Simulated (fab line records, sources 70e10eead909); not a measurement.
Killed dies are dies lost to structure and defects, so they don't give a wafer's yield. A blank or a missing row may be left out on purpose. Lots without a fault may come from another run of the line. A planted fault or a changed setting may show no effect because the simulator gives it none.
A struck lot beside a sound one | flow nand_harc | 24 steps out of a route of 1302
Sound: wafers L834.1, L834.5, L834.6. Struck: wafers L840.3, L840.4. The cause comes at the end.
At each step with rows: each side's tool, then ch and its chambers, then its first start. Under that, the readings that differ: sound wafers | struck wafers | difference of the means | sigmas: that difference in standard deviations of wafers without a fault.
alike: readings whose means differ by less than 2 such deviations, and words and numbers that are the same on both sides. not compared: withheld readings, readings that some wafer has no value for, bounds like >300 that may hide the same value, and numbers for which the record gives no deviation and whose values overlap.
The two part at a step that has a row with sigmas, a row that says differs or no value, or rows on one side only. Numbers that don't overlap but have no deviation are shown without sigmas and don't part them. A reading that every wafer of one side lacks parts them only if that side has two wafers or more.

NHARC_A_M0_INSPECT_27:
  sound on defect_inspect-02, day 26 18:18; struck on defect_inspect-01, day 28 16:20
  alike: raw_defect_count
NHARC_A_M0_PRE_CLEAN_31: time 12 s.
  sound on pecvd-02 ch 0,1,2, day 26 18:23; struck on pecvd-02 ch 0, day 28 16:25
  alike: heater_power_w
NHARC_A_M0_DEP_32: deposits SiCN, target thk 30 nm.
  sound on pecvd-02 ch 0,1,2, day 26 18:29; struck on pecvd-02 ch 0, day 28 16:31
  alike: heater_power_w
then, 8 steps without rows for these wafers: NHARC_A_M1_DEP_00 (deposits SiOC, target thk 182.5 nm); NHARC_A_M1_DEHYDRATE_01 (time 120 s); NHARC_A_M1_HMDS_02 (time 30 s); NHARC_A_M1_COAT_34 (time 65 s); NHARC_A_M1_COAT_03 (resist thk 90 nm); NHARC_A_M1_SOFTBAKE_04 (time 55 s); NHARC_A_M1_EBR_05; NHARC_A_M1_EXPOSE_06 (exposes mask A M1, target cd 120 nm).
NHARC_A_M1_PEB_07: peb time 65 s.
  sound on litho_track-01 ch 0, day 26 19:28; struck on litho_track-04 ch 0, day 28 17:39
then, 1 step without rows for these wafers: NHARC_A_M1_DEVELOP_08 (develop time 35 s).
NHARC_A_M1_CD_MEAS_09: target cd 120 nm.
  sound on cd_sem-01 ch 0, day 26 19:33; struck on cd_sem-03 ch 0, day 28 17:44
  reading    | sound             | struck      | difference | sigmas
  cd_nm (nm) | 120.9 121.0 121.5 | 124.5 123.7 | +3.0       | +4
NHARC_A_M1_OVL_MEAS_10: pitch 240 nm.
  sound on overlay-01, day 26 19:38; struck on overlay-02, day 28 17:49
  alike: overlay_x_nm, overlay_y_nm
NHARC_A_M1_INSPECT_11:
  sound on defect_inspect-02, day 26 19:40; struck on defect_inspect-02, day 28 17:52
  reading          | sound       | struck | difference | sigmas
  raw_defect_count | 137 128 111 | 53 53  | -72        | -2
NHARC_A_M1_DESCUM_14: chemistry O2, time 3 s.
  sound on rie_diel-12 ch 0,1, day 26 19:44; struck on rie_diel-12 ch 2,3, day 28 17:55
  reading               | sound             | struck      | difference | sigmas
  model.A_M1.cd_nm (nm) | 120.2 120.4 121.5 | 124.1 123.5 | +3.1       |
  alike: drypump_motor_current_A, oes_product_au, rf_vpp_V, showerhead_plenum_p_Torr, throttle_valve_pct
  not compared: rf_hours_counter_h
NHARC_A_M1_ETCH_35: etches the open film in N2/H2, target depth 40 nm, overetch 12 nm, time 43.94 s.
  sound on rie_diel-12 ch 1,2,3, day 26 19:50; struck on rie_diel-12 ch 0,2, day 28 18:01
  alike: drypump_motor_current_A, h2_flow_sccm, oes_product_au, rf_vpp_V, showerhead_plenum_p_Torr, throttle_valve_pct
  not compared: rf_hours_counter_h
NHARC_A_M1_ETCH_15: etches the open film in C4F8/Ar, target depth 182.5 nm, time 91.2 s.
  sound on rie_diel-12 ch 0,1,3; struck on rie_diel-12 ch 1,2
  alike: oes_product_au, rf_vpp_V
  not compared: rf_hours_counter_h
NHARC_A_M1_CD_MEAS_16:
  sound on cd_sem-01, day 26 20:02; struck on cd_sem-01, day 28 18:14
  reading    | sound             | struck      | difference | sigmas
  cd_nm (nm) | 120.8 121.1 120.3 | 124.4 122.8 | +2.9       | +3
NHARC_A_M1_STRIP_18: strips in N2/H2.
  sound on rie_diel-05 ch 0,1,3, day 26 20:10; struck on rie_diel-10 ch 1,2, day 28 18:18
  reading                         | sound          | struck    | difference | sigmas
  showerhead_plenum_p_Torr (Torr) | 2.14 2.09 2.07 | 1.89 1.88 | -0.22      | -2
  alike: drypump_motor_current_A, h2_flow_sccm, oes_product_au, rf_vpp_V, throttle_valve_pct
  not compared: rf_hours_counter_h
NHARC_A_M1_ETCH_28: etches the open film in CF4/N2, target depth 30 nm, time 72.99 s.
  sound on rie_diel-05 ch 2,3; struck on rie_diel-10 ch 0,3
  reading               | sound             | struck      | difference | sigmas
  model.A_M1.cd_nm (nm) | 120.9 121.4 120.7 | 124.3 124.1 | +3.2       |
  alike: drypump_motor_current_A, oes_product_au, rf_vpp_V, showerhead_plenum_p_Torr, throttle_valve_pct
  not compared: rf_hours_counter_h
then, 1 step without rows for these wafers: NHARC_A_M1_STRIP_19 (strips in post etch residue remover, time 600 s).
NHARC_END_SORT_01:
  the record has rows for the sound wafers here (prober-01 ch 0, day 28 06:44) and none for the struck ones

WHERE THEY PART
First at NHARC_A_M1_CD_MEAS_09; last, within this record, at NHARC_END_SORT_01.

WHY: what the simulator had put in
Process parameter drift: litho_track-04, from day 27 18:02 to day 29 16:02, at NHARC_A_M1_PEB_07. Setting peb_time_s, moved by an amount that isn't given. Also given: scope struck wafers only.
